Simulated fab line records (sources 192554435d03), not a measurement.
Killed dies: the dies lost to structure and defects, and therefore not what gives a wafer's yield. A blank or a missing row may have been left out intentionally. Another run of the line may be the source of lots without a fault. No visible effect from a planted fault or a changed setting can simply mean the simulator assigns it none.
Matching of chambers ; flow n5 finfet ; N5_BEOL_M0_ETCH_128 on rie diel-03: 4 sister chambers
The step etches SiCN in CF4/N2, target depth 12 nm, overetch 5.1 nm, time 21.4 s. 4 wafers are shown with their chamber, then 9 later ones without.

WAFERS, EACH WITH ITS CHAMBER
wafer;chamber;throttle valve pct (%)
L088.2;1;15.21
L089.2;2;15.34
L089.3;3;15.09
L089.4;0;15.51

WAFERS MISSING THEIR CHAMBER
wafer;throttle valve pct (%)
L092.2;15.53
L092.5;15.54
L092.6;15.09
L095.3;15.26
L095.4;15.12
L095.6;15.11
L096.1;15.26
L096.2;15.53
L096.6;15.25

WHICH CHAMBER EACH ONE RAN IN
wafer;from the rows above;in truth
L092.2;0;0
L092.5;0;0
L092.6;3;3
L095.3;can't be placed: 1 or 2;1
L095.4;can't be placed: 3 or 1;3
L095.6;3;3
L096.1;can't be placed: 1 or 2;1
L096.2;0;0
L096.6;can't be placed: 1 or 2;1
5 of 9 placed correctly. Cannot be placed on the basis of these rows: 4; the candidates contain the true chamber in 4. 0 placed wrongly.
How it was worked out, from the rows above alone: a wafer's distance from a chamber is the root of the sum, over the readings, of the square of ((its reading less the chamber's mean) divided by the reading's scatter). If the next closest chamber is less than 2 further off than the closest, the wafer can't be placed; otherwise it belongs to the closest. For every chamber, the mean is computed from those of its wafers that are shown. The scatter: root of mean squared gap, hidden wafer to nearest shown wafer, with one shown wafer a chamber.
